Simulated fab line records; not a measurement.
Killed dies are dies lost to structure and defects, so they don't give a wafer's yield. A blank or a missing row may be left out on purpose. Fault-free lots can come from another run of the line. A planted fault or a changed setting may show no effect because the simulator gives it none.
3 desks, one fault | flow n5-finfet | every desk sees just its own numbers, and what lay behind them comes last

## THE METROLOGY DESK
What the gauges read, lot by lot, whatever tool the lot ran on: means of the sampled wafers that have a number. If a lot's mean is further than 4 standard deviations from the usual mean, the lot is out of limits and carries the mark OUT (the distance appears in the brackets). 7 of its 13 readings are shown: the first one out of limits and those lying furthest out on some lot.
Columns: A = HK_THK at N5_HKMG_FIN_THK_MEAS_70, usual 1.599 nm; B = IGATE_N at N5_BEOL_M4_RC_MEAS_101, usual 0.0128 nA/um; C = IGATE_P at N5_BEOL_M4_RC_MEAS_101, usual 0.0038 nA/um; D = ION_N at N5_BEOL_M4_RC_MEAS_101, usual 683 uA/um; E = SS_N at N5_BEOL_M4_RC_MEAS_101, usual 71.7 mV/dec; F = VT_N at N5_BEOL_M4_RC_MEAS_101, usual 249 mV; G = VT_P at N5_BEOL_M4_RC_MEAS_101, usual -250 mV
lot  | first seen here | A     | B                 | C                 | D   | E    | F   | G
L874 | day 4 14:28     | 1.613 | 0.0124            | 0.0036            | 685 | 72.1 | 249 | -251
L882 | day 6 17:55     | 1.591 | 0.0161            | 0.0048            | 687 | 72.0 | 250 | -255
L883 | day 6 23:49     | 1.589 | 0.0130            | 0.0038            | 682 | 71.9 | 248 | -251
L884 | day 7 05:25     | 1.606 | 0.0128            | 0.0037            | 691 | 70.5 | 250 | -249
L887 | day 7 22:19     | 1.534 | 0.0233 (+4.4) OUT | 0.0070 (+4.4) OUT | 669 | 71.9 | 251 | -250
L888 | day 8 01:50     | 1.541 | 0.0186            | 0.0055            | 677 | 71.5 | 251 | -250
L889 | day 8 07:08     | 1.592 | 0.0111            | 0.0034            | 662 | 70.8 | 256 | -251
L894 | day 9 15:43     | 1.578 | 0.0153            | 0.0046            | 674 | 71.0 | 253 | -257
L895 | day 9 21:16     | 1.569 | 0.0157            | 0.0046            | 689 | 71.9 | 246 | -251
This desk's finding: out of limits on L887; first on L887, day 11 11:47 (IGATE_N at N5_BEOL_M4_RC_MEAS_101). Within limits: L874, L882, L883, L884, L888, L889, L894, L895.

## DESK OF THE TOOL OWNER: ald-hk-03
The tool's own readings at N5_HKMG_FIN_HK_ALD_01 (deposits HfO2, target thk 1.6 nm, pulse time 3 s, purge time 3 s): means of the sampled wafers that have a number, for each lot that ran on this tool. If a lot's mean is further than 4 standard deviations from the usual mean, the lot is out of limits and carries the mark OUT (the distance appears in the brackets).
Columns: A = precursor-pulse-height-rel at N5_HKMG_FIN_HK_ALD_01, usual 0.998
lot  | first seen here | A
L874 | day 4 11:09     | 1.007
L882 | day 6 14:25     | 1.005
L883 | day 6 19:53     | 1.014
L884 | day 7 02:05     | 0.983
L887 | day 7 18:30     | 0.987
L888 | day 7 21:50     | 1.009
This desk's finding: nothing out of limits on any of the 6 lots.

## THE DEFECT DESK
Inspection counts along the route, by lot: the mean over sampled wafers that carry a number. If a lot's mean is further than 4 standard deviations from the usual mean, the lot is out of limits and carries the mark OUT (the distance appears in the brackets).
Columns: A = raw-defect-count at N5_SDB_INSPECT_36, usual 38
lot  | first seen here | A
L874 | day 4 10:33     | 41
L882 | day 6 13:50     | 61
L883 | day 6 19:17     | 42
L884 | day 7 01:29     | 52
L887 | day 7 17:55     | 28
L888 | day 7 21:15     | 25
L889 | day 8 03:04     | 46
L894 | day 9 10:50     | 30
L895 | day 9 16:37     | 40
This desk's finding: nothing out of limits on any of the 9 lots.

## TAKEN TOGETHER
At day 11 11:47 the metrology desk could have sounded an alarm, on L887.
Nothing out of limits was seen by the tool owner's desk.
No out-of-limits result turned up at the defect desk.
Tool owner's desk: L887 on record, inside its limits.
The defect desk has L887 on record, within its limits.
Of the lots named, all ran N5_HKMG_FIN_HK_ALD_01 on ald-hk-03.

## WHAT THE SIMULATOR HAD PUT IN
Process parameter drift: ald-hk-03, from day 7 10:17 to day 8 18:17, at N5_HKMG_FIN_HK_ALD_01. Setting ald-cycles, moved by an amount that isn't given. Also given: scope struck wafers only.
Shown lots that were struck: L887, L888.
Time in hours between the start of the fault and the first out-of-limits reading at each desk: metrology desk, 97.
